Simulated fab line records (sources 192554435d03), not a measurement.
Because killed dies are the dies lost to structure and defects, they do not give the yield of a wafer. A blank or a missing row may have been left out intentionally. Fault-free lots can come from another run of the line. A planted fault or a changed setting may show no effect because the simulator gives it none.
Which tool was responsible? + flow n5-finfet + 10 lots, 30 wafers sampled, at 4 steps of a route of 1938

== WHAT THE GAUGES READ, wafer by wafer ==
N5_BEOL_M4_RC_MEAS_101.
| lot  | measured     | on        | CJ_P           |
|------|--------------|-----------|----------------|
| L385 | day 8 01:31  | prober-01 | 5.93 6.12 5.69 |
| L386 | day 9 00:19  | prober-02 | 5.49 5.88 5.43 |
| L387 | day 8 18:03  | prober-02 | 5.87 5.84 5.54 |
| L389 | day 9 03:32  | prober-02 | 5.61 5.81 5.83 |
| L390 | day 9 05:38  | prober-02 | 5.79 6.01 5.74 |
| L392 | day 9 08:10  | prober-01 | 5.75 5.82 5.38 |
| L397 | day 11 00:52 | prober-01 | 5.72 5.83 5.82 |
| L398 | day 11 09:40 | prober-02 | 5.78 5.33 5.69 |
| L400 | day 11 17:23 | prober-01 | 3.93 3.66 3.83 |
| L401 | day 11 13:01 | prober-01 | 3.81 4.11 3.91 |

== WHICH TOOL RAN EACH LOT (tool, then ch and the chambers of the sampled wafers, then the start) ==
| lot  | N5_WELL_APT_IMPLANT_15         | N5_BEOL_M4_SPUTTER_81        | N5_BEOL_M4_ANNEAL_51             |
|------|--------------------------------|------------------------------|----------------------------------|
| L385 | implanter-02 ch 0, day 1 14:11 | pvd-sputter-03, day 7 22:42  | rtp-anneal-02 ch 0, day 8 00:19  |
| L386 | implanter-01 ch 0, day 1 20:25 | pvd-sputter-03, day 8 21:34  | rtp-anneal-02 ch 0, day 8 23:10  |
| L387 | implanter-01 ch 0, day 2 02:45 | pvd-sputter-03, day 8 15:19  | rtp-anneal-02 ch 0, day 8 16:55  |
| L389 | implanter-02 ch 0, day 2 14:39 | pvd-sputter-02, day 9 00:58  | rtp-anneal-02 ch 0, day 9 02:32  |
| L390 | implanter-01 ch 0, day 2 20:32 | pvd-sputter-02, day 9 02:51  | rtp-anneal-01 ch 0, day 9 04:28  |
| L392 | implanter-01 ch 0, day 3 08:31 | pvd-sputter-01, day 9 05:44  | rtp-anneal-02 ch 0, day 9 07:15  |
| L397 | implanter-02 ch 0, day 4 14:03 | pvd-sputter-03, day 10 22:27 | rtp-anneal-02 ch 0, day 10 23:58 |
| L398 | implanter-01 ch 0, day 4 20:07 | pvd-sputter-02, day 11 07:14 | rtp-anneal-02 ch 0, day 11 08:45 |
| L400 | implanter-01 ch 0, day 5 08:16 | pvd-sputter-03, day 11 14:39 | rtp-anneal-02 ch 0, day 11 16:15 |
| L401 | implanter-01 ch 0, day 5 14:47 | pvd-sputter-01, day 11 10:21 | rtp-anneal-01 ch 0, day 11 11:59 |
- N5_WELL_APT_IMPLANT_15
- N5_BEOL_M4_SPUTTER_81: material Cu, target thk 4.5 nm, time 8.29 s.
- N5_BEOL_M4_ANNEAL_51: time 90 s.

== THE ANSWER, worked out from the rows above alone ==
Rule: what is usual is taken from the lots themselves. The widest of any qualifying gaps counts: lots, ordered by their means at a reading, are off when they make up no more than a third of the lots, leave a main group of 4 or more, and stand apart from it by 3 or more times the standard deviation of that group's means. A main group is skipped when, at the precision printed for the reading in the tables above, its means are all equal. A lot without any number at a reading at which 4 lots or more have one is off too. Any other lot the step has rows for is counted as sound.
Off: at N5_BEOL_M4_RC_MEAS_101 (CJ_P), L400, L401. Main group: mean 5.74, sd 0.11.
A tool fits if, at a process step before that reading, it ran every lot that is off, and no sound lot after the first of them. Those tools and the gauges at N5_BEOL_M4_RC_MEAS_101 are tried in the same way. This does not decide it: 2 tools fit, namely implanter-01 at N5_WELL_APT_IMPLANT_15 and prober-01 at N5_BEOL_M4_RC_MEAS_101.

== WHAT HAD BEEN PUT IN BY THE SIMULATOR ==
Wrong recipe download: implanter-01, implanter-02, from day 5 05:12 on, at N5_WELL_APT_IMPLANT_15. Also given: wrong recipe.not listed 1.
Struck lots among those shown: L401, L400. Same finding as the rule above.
